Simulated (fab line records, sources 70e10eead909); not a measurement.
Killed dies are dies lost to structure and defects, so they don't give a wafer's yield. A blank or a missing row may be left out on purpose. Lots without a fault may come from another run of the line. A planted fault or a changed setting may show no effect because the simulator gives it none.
fab line records | flow nand_harc
record lots=6 wafers=18 last_day=33
route steps=1302 shown P_GATE@191 END@1302
lots that met no fault: from a run of the same line without faults
start_h: hours from the record's first day to the start of the lot's first wafer shown | wait_h: hours since the lot's step before | " the same as in the row above | L1.1+2: a row that stands for several wafers | - no value, or no start given | * or withheld: withheld | < > ~ a bound
route shown NAME@n: a module of which the file shows steps, and the number in the route of the first | usual: mean/standard deviation of fault-free wafers | same: alike in all rows | chamber/n: place in a boat | sites: the reading at each site | _std_site: their standard deviation | _edge_site: outer sites' mean less inner sites' | radius_mm: how far each site lies from the wafer's centre | mask NAME#n: copy n | behind: the tool/chamber that last shaped the wafer | hold: why the lot was held/for how many hours/how that ended | device: the transistor (n, p or np) that didn't switch | end of line: the same wafers' tests at the end of the route | a step without rows: its recipe alone | killed: dies lost to structure and defects at the first sort, not the wafer's yield | map: a wafer's dies, x killed, . not, _ none there
set.NAME: the setting as run; set.NAME@STEP: as run at that earlier step | model.NAME: the simulator's own value behind a step, which no gauge read
lots at some steps of the route; a table a step, a row a wafer
services: from which hour (start_h, from the record's first day; less than 0 if before it) a tool's chamber was out of use, for how many hours, and why
## steps
# step NHARC_P_GATE_STRIP_63
# recipe time_s=900 temp_c=130 chemistry=SPM
# step NHARC_P_GATE_DEHYDRATE_83
# recipe temp_c=150 time_s=120
# step NHARC_P_GATE_HMDS_84
# recipe time_s=30
# step NHARC_P_GATE_COAT_85
# recipe spin_rpm=3000
# step NHARC_P_GATE_SOFTBAKE_86
# recipe temp_c=122 time_s=95
# step NHARC_P_GATE_EBR_87
# step NHARC_P_GATE_EXPOSE_88
# recipe na=0.6 target_cd_nm=2000 dose_mj=11.87 mask_id=P_HVN
# step NHARC_P_GATE_PEB_89
# recipe peb_temp_c=118 peb_time_s=85
# step NHARC_P_GATE_DEVELOP_90
# recipe time_s=70
# step NHARC_P_GATE_CD_MEAS_91
# recipe target_cd_nm=2000 landing_energy_ev=500
# usual cd_nm=2000.4/2.3
# columns lot.wafer tool chamber start_h wait_h cd_nm
L922.3 cd_sem-01 0 123.43 - 1999.6
L922.4 " 0 " " 1998.4
L922.6 " 0 " " 2003.6
L925.1 cd_sem-03 0 152.88 - 2002.9
L925.3 " 0 " " 2000.2
L925.4 " 0 " " 1997.7
L930.3 cd_sem-03 0 203.08 - 2000.2
L930.4 " 0 " " 2002.2
L930.5 " 0 " " 2000.9
L931.1 cd_sem-01 0 221.39 - 1999.5
L931.2 " 0 " " 1999.9
L931.6 " 0 " " 2002.0
L941.3 cd_sem-01 0 314.38 - 2003.2
L941.4 " 0 " " 1997.9
L941.6 " 0 " " 1998.9
L944.2 cd_sem-01 0 338.42 - 1998.6
L944.4 " 0 " " 2000.9
L944.5 " 0 " " 2001.4
# step NHARC_P_GATE_HARDBAKE_92
# recipe temp_c=125 time_s=80
# step NHARC_P_GATE_DESCUM_93
# recipe time_s=3 o2_flow_sccm=200 ar_flow_sccm=0 bias_power_w=0 chemistry=O2
# usual drypump_motor_current_A=5.9/0.48 oes_product_au=0.999/0.011 rf_vpp_V=57.8/0.88 showerhead_plenum_p_Torr=1.90/0.082 throttle_valve_pct=11.312/0.0085
# columns lot.wafer tool chamber start_h wait_h drypump_motor_current_A oes_product_au rf_hours_counter_h rf_vpp_V showerhead_plenum_p_Torr throttle_valve_pct
L922.3 rie_diel-05 1 123.58 - 5.2 1.003 4 58.7 2.01 11.316
L922.4 " 2 " " 5.7 1.005 4 57.2 1.98 11.295
L922.6 " 2 " " 5.7 1.001 - 58.0 1.98 11.317
L925.3 rie_diel-09 0 153.04 - 5.9 0.997 0 57.6 1.82 11.316
L925.4 " 2 " " 5.8 1.000 0 59.1 1.82 11.312
L925.1 " 3 " " 6.2 1.012 0 57.0 1.78 11.311
L930.3 rie_diel-13 2 203.25 - 6.3 1.011 1 58.2 2.02 11.323
L930.5 " 1 " " 5.4 1.005 - 57.8 1.97 11.304
L930.4 " 3 " " 5.6 0.992 - 57.5 1.85 11.314
L931.2 rie_diel-13 3 221.58 - 5.6 0.992 2 58.3 1.85 11.313
L931.1 " 0 " " 4.8 0.989 2 57.6 1.95 11.313
L931.6 " 2 " " 6.3 1.010 - 58.6 2.02 11.302
L941.3 rie_diel-09 0 314.54 - 5.9 0.988 9 58.6 1.82 11.317
L941.4 " 2 " " 5.8 1.008 10 57.9 1.82 11.304
L941.6 " 1 " " 6.3 1.010 - 57.9 1.97 11.322
L944.4 rie_diel-05 3 338.59 - 6.4 1.010 5 57.0 1.85 11.319
L944.2 " 1 " " 5.2 0.980 5 58.4 2.01 11.304
L944.5 " 2 " " 5.7 1.000 - 60.1 1.97 11.314
# step NHARC_P_GATE_IMPLANT_94
# recipe energy_kev=60 dose_cm2=2e+15 tilt_deg=7
# usual beam_energy_keV=60.001/0.019
# columns lot.wafer tool chamber start_h wait_h beam_energy_keV model.implant.drp_nm
L922.3 implanter-02 0 123.79 0.2 60.003 29.74
L922.4 " 0 " " 60.000 29.74
L922.6 " 0 " " 60.010 29.74
L925.1 implanter-01 0 155.51 2.4 60.017 29.74
L925.3 " 0 " " 59.989 29.74
L925.4 " 0 " " 60.036 29.74
L930.3 implanter-01 0 203.46 0.2 59.122 29.38
L930.4 " 0 " " 59.130 29.38
L930.5 " 0 " " 59.115 29.38
L931.1 implanter-01 0 221.70 0.1 59.151 29.38
L931.2 " 0 " " 59.136 29.38
L931.6 " 0 " " 59.132 29.38
L941.3 implanter-01 0 314.75 0.2 60.021 29.74
L941.4 " 0 " " 59.992 29.74
L941.6 " 0 " " 60.004 29.74
L944.2 implanter-02 0 338.76 0.1 60.001 29.74
L944.4 " 0 " " 59.988 29.74
L944.5 " 0 " " 60.008 29.74
# step NHARC_P_GATE_STRIP_113
# recipe power_w=1500 temp_c=110 time_s=740 chemistry=N2/H2
# usual drypump_motor_current_A=5.66/0.17 heater_power_w=83/6.5 rf_refl_power_W=17/8.5
# columns lot.wafer tool chamber start_h wait_h drypump_motor_current_A heater_power_w rf_hours_counter_h rf_refl_power_W
L922.3 plasma_asher-01 1 124.19 0.4 5.60 91 - 12
L922.4 " 0 " " 5.63 73 - 13
L922.6 " 1 " " 5.58 90 - 12
L925.1 plasma_asher-01 1 155.85 0.3 5.56 91 31 12
L925.3 " 0 " " 5.65 74 - 12
L925.4 " 1 " " 5.59 92 - 11
L930.3 plasma_asher-02 0 203.87 0.4 5.49 82 - 15
L930.4 " 1 " " 5.91 86 - 32
L930.5 " 0 " " 5.49 79 - 14
L931.1 plasma_asher-02 1 221.92 0.2 5.95 90 29 32
L931.2 " 0 " " 5.48 82 29 14
L931.6 " 0 " " 5.49 82 - 15
L941.4 plasma_asher-01 0 315.15 0.3 5.64 75 - 12
L941.3 " 1 " " 5.59 91 - 12
L941.6 " 1 " " 5.61 89 - 11
L944.2 plasma_asher-02 0 339.06 0.3 5.49 78 16 14
L944.4 " 0 " " 5.47 75 - 14
L944.5 " 1 " " 5.96 84 - 32
# step NHARC_END_SORT_01
# recipe temp_c=25
# usual killed_at_array=47/18 killed_at_other=0.9/1.1 killed_at_periphery=4/3.1 killed_dies=52/18 killed_open=3.1/1.5 killed_short=2.4/1.5
# same gross_dies=677
# columns lot.wafer tool chamber start_h wait_h killed_at_array killed_at_other killed_at_periphery killed_dies killed_open killed_short
L930.3 prober-02 0 654.77 3.1 31 1 4 36 5 3
L930.4 prober-02 0 655.57 3.4 24 0 3 27 2 1
L930.5 prober-02 0 656.36 3.7 36 1 2 39 2 1
# killed by level:class
L930.3 A_CHANNEL_HOLE_D2:chamber_film_flake=11 A_BLC:chamber_film_flake=5 A_M0:geometric_particle:open=2 P_ZERO_WELL:chamber_film_flake=2 P_CONTACT:chamber_film_flake=2 A_CHANNEL_HOLE_D1:chamber_film_flake=2 A_CONTACT:chamber_film_flake=2 A_ONON_D1:geometric_particle:short=1
L930.4 A_CHANNEL_HOLE_D1:chamber_film_flake=5 A_CHANNEL_HOLE_D2:chamber_film_flake=5 A_CONTACT:chamber_film_flake=5 A_STAIRCASE:chamber_film_flake=3 P_ZERO_WELL:chamber_film_flake=2 A_WL_FILL:chamber_film_flake=2 P_CONTACT:geometric_particle:open=1 A_ONON_D1:geometric_particle:open=1
L930.5 A_CHANNEL_HOLE_D2:chamber_film_flake=11 A_BLC:chamber_film_flake=8 A_CHANNEL_HOLE_D1:chamber_film_flake=6 A_CONTACT:chamber_film_flake=4 A_SLIT:chamber_film_flake=3 P_M0:geometric_particle:open=1 A_WL_FILL:geometric_particle:short=1 A_CONTACT:geometric_particle:open=1
## services
# columns tool chamber start_h hours kind
rie_diel-09 - 143.10 9.0 pm
implanter-02 - 147.61 13.0 pm
rie_diel-05 - 161.51 0.4 repair
plasma_asher-01 - 162.72 1.8 repair
implanter-01 - 163.81 1.4 repair
rie_diel-13 - 165.00 9.0 pm
plasma_asher-01 - 165.77 9.0 pm
plasma_asher-01 0 165.77 9.0 vent_cycle
plasma_asher-01 1 165.77 9.0 vent_cycle
plasma_asher-01 0 174.77 - clean
plasma_asher-01 1 174.77 - clean
implanter-02 - 183.50 2.4 repair
rie_diel-13 0 198.11 16.3 repair
rie_diel-13 1 204.12 13.5 repair
plasma_asher-02 - 210.15 3.4 repair
rie_diel-05 - 229.60 9.0 pm
implanter-02 - 232.91 3.5 repair
plasma_asher-02 - 249.00 9.0 pm
plasma_asher-01 - 257.80 1.0 repair
implanter-01 - 279.53 1.7 repair
implanter-01 - 317.53 4.0 repair
rie_diel-09 - 320.10 9.0 pm
implanter-01 - 327.00 13.0 pm
rie_diel-09 - 334.83 0.2 repair
## key
first_sign step=NHARC_P_GATE_IMPLANT_94 reading=beam_energy_keV direction=down sigmas=45 usual=60.001 struck=59.131
effect none on later readings
model_effect step=NHARC_P_GATE_IMPLANT_94 value=implant.drp_nm without=29.74 struck=29.38
met_at NHARC_P_GATE_IMPLANT_94
struck_wafers L930.3,L930.4,L930.5,L931.1,L931.2,L931.6
tester_left_out L930,L931
onset_between 155.51 203.46
fault kind=process_parameter_drift tool=implanter-01 chamber=- onset_h=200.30 steps=NHARC_P_GATE_IMPLANT_94 channel=energy_kev offset=-0.85933 shape=step end_h=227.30 acts_in=these_recipes_only stated=60
# tester_left_out: of these lots the tester's yield and bins aren't shown, on N5 and GAA mostly nor the transistor test; their killed dies are dies lost to structure and defects alone, not to doping, threshold or leakage, so they don't give the yield
